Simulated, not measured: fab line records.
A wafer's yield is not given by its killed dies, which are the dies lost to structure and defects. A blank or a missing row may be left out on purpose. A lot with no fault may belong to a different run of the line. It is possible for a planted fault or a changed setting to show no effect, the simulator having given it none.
Matching of chambers || flow nand_harc || NHARC_A_CHANNEL_FILL_D2_ETCHBACK_19 on rie_si-04 has 4 sister chambers
The step etches the open film in HBr/Cl2, target depth 5 nm, time 1.7 s. 16 wafers are shown with their chamber, then 8 later ones without.

== WAFERS, EACH WITH ITS CHAMBER ==
{"wafer": "L079.3", "chamber": 0, "drypump_motor_current_A (A)": 5.9, "oes_product_au (a.u.)": 0.986, "throttle_valve_pct (%)": 26.424}
{"wafer": "L079.4", "chamber": 3, "drypump_motor_current_A (A)": 6.0, "oes_product_au (a.u.)": 0.983, "throttle_valve_pct (%)": 26.409}
{"wafer": "L079.5", "chamber": 3, "drypump_motor_current_A (A)": 6.1, "oes_product_au (a.u.)": 0.986, "throttle_valve_pct (%)": 26.408}
{"wafer": "L081.2", "chamber": 2, "drypump_motor_current_A (A)": 5.3, "oes_product_au (a.u.)": 1.006, "throttle_valve_pct (%)": 26.400}
{"wafer": "L081.3", "chamber": 1, "drypump_motor_current_A (A)": 6.5, "oes_product_au (a.u.)": 1.018, "throttle_valve_pct (%)": 26.413}
{"wafer": "L081.5", "chamber": 1, "drypump_motor_current_A (A)": 6.5, "oes_product_au (a.u.)": 1.011, "throttle_valve_pct (%)": 26.393}
{"wafer": "L083.1", "chamber": 2, "drypump_motor_current_A (A)": 5.3, "oes_product_au (a.u.)": 1.009, "throttle_valve_pct (%)": 26.395}
{"wafer": "L083.2", "chamber": 0, "drypump_motor_current_A (A)": 5.9, "oes_product_au (a.u.)": 0.998, "throttle_valve_pct (%)": 26.407}
{"wafer": "L083.6", "chamber": 0, "drypump_motor_current_A (A)": 5.8, "oes_product_au (a.u.)": 1.002, "throttle_valve_pct (%)": 26.403}
{"wafer": "L085.1", "chamber": 1, "drypump_motor_current_A (A)": 6.6, "oes_product_au (a.u.)": 1.004, "throttle_valve_pct (%)": 26.398}
{"wafer": "L085.3", "chamber": 0, "drypump_motor_current_A (A)": 5.9, "oes_product_au (a.u.)": 1.008, "throttle_valve_pct (%)": 26.416}
{"wafer": "L085.6", "chamber": 2, "drypump_motor_current_A (A)": 5.3, "oes_product_au (a.u.)": 1.005, "throttle_valve_pct (%)": 26.416}
{"wafer": "L087.1", "chamber": 0, "drypump_motor_current_A (A)": 5.8, "oes_product_au (a.u.)": 1.005, "throttle_valve_pct (%)": 26.407}
{"wafer": "L087.4", "chamber": 2, "drypump_motor_current_A (A)": 5.3, "oes_product_au (a.u.)": 1.011, "throttle_valve_pct (%)": 26.422}
{"wafer": "L087.6", "chamber": 2, "drypump_motor_current_A (A)": 5.3, "oes_product_au (a.u.)": 1.016, "throttle_valve_pct (%)": 26.418}
{"wafer": "L089.1", "chamber": 1, "drypump_motor_current_A (A)": 6.6, "oes_product_au (a.u.)": 1.010, "throttle_valve_pct (%)": 26.404}

SIGNATURES (means of the wafers above)
{"reading": "drypump_motor_current_A", "chamber 0": 5.860, "chamber 1": 6.550, "chamber 2": 5.300, "chamber 3": 6.050, "scatter within a chamber": 0.0474}
{"reading": "oes_product_au", "chamber 0": 0.99980, "chamber 1": 1.01075, "chamber 2": 1.00940, "chamber 3": 0.98450, "scatter within a chamber": 0.00628}
{"reading": "throttle_valve_pct", "chamber 0": 26.41140, "chamber 1": 26.40200, "chamber 2": 26.41020, "chamber 3": 26.40850, "scatter within a chamber": 0.00949}
Rule: distance of a wafer from a chamber = root of the sum over the readings of ((wafer's reading minus chamber's mean) / reading's scatter) squared. If the next closest chamber is less than 2 further off than the closest, the wafer can't be placed; otherwise it belongs to the closest. The scatter is the square root of a quotient: the sum, over the shown wafers, of each reading's squared deviation from its chamber's mean, divided by wafers minus chambers.

== WAFERS MISSING THEIR CHAMBER ==
{"wafer": "L089.4", "drypump_motor_current_A (A)": 5.8, "oes_product_au (a.u.)": 0.997, "throttle_valve_pct (%)": 26.386}
{"wafer": "L089.5", "drypump_motor_current_A (A)": 6.6, "oes_product_au (a.u.)": 1.006, "throttle_valve_pct (%)": 26.404}
{"wafer": "L091.1", "drypump_motor_current_A (A)": 6.1, "oes_product_au (a.u.)": 0.990, "throttle_valve_pct (%)": 26.407}
{"wafer": "L091.2", "drypump_motor_current_A (A)": 5.3, "oes_product_au (a.u.)": 1.008, "throttle_valve_pct (%)": 26.396}
{"wafer": "L091.3", "drypump_motor_current_A (A)": 5.9, "oes_product_au (a.u.)": 0.995, "throttle_valve_pct (%)": 26.406}
{"wafer": "L091.4", "drypump_motor_current_A (A)": 6.5, "oes_product_au (a.u.)": 1.005, "throttle_valve_pct (%)": 26.412}
{"wafer": "L091.5", "drypump_motor_current_A (A)": 6.5, "oes_product_au (a.u.)": 1.002, "throttle_valve_pct (%)": 26.418}
{"wafer": "L091.6", "drypump_motor_current_A (A)": 5.3, "oes_product_au (a.u.)": 1.012, "throttle_valve_pct (%)": 26.408}

== THE CHAMBER EACH PASSED THROUGH ==
{"wafer": "L089.4", "from the rows above": 0, "in truth": 0}
{"wafer": "L089.5", "from the rows above": 1, "in truth": 1}
{"wafer": "L091.1", "from the rows above": 3, "in truth": 3}
{"wafer": "L091.2", "from the rows above": 2, "in truth": 2}
{"wafer": "L091.3", "from the rows above": 0, "in truth": 0}
{"wafer": "L091.4", "from the rows above": 1, "in truth": 1}
{"wafer": "L091.5", "from the rows above": 1, "in truth": 1}
{"wafer": "L091.6", "from the rows above": 2, "in truth": 2}
Placed correctly: 8 of 8. Left unplaced by these rows: 0. Placed wrongly: 0.
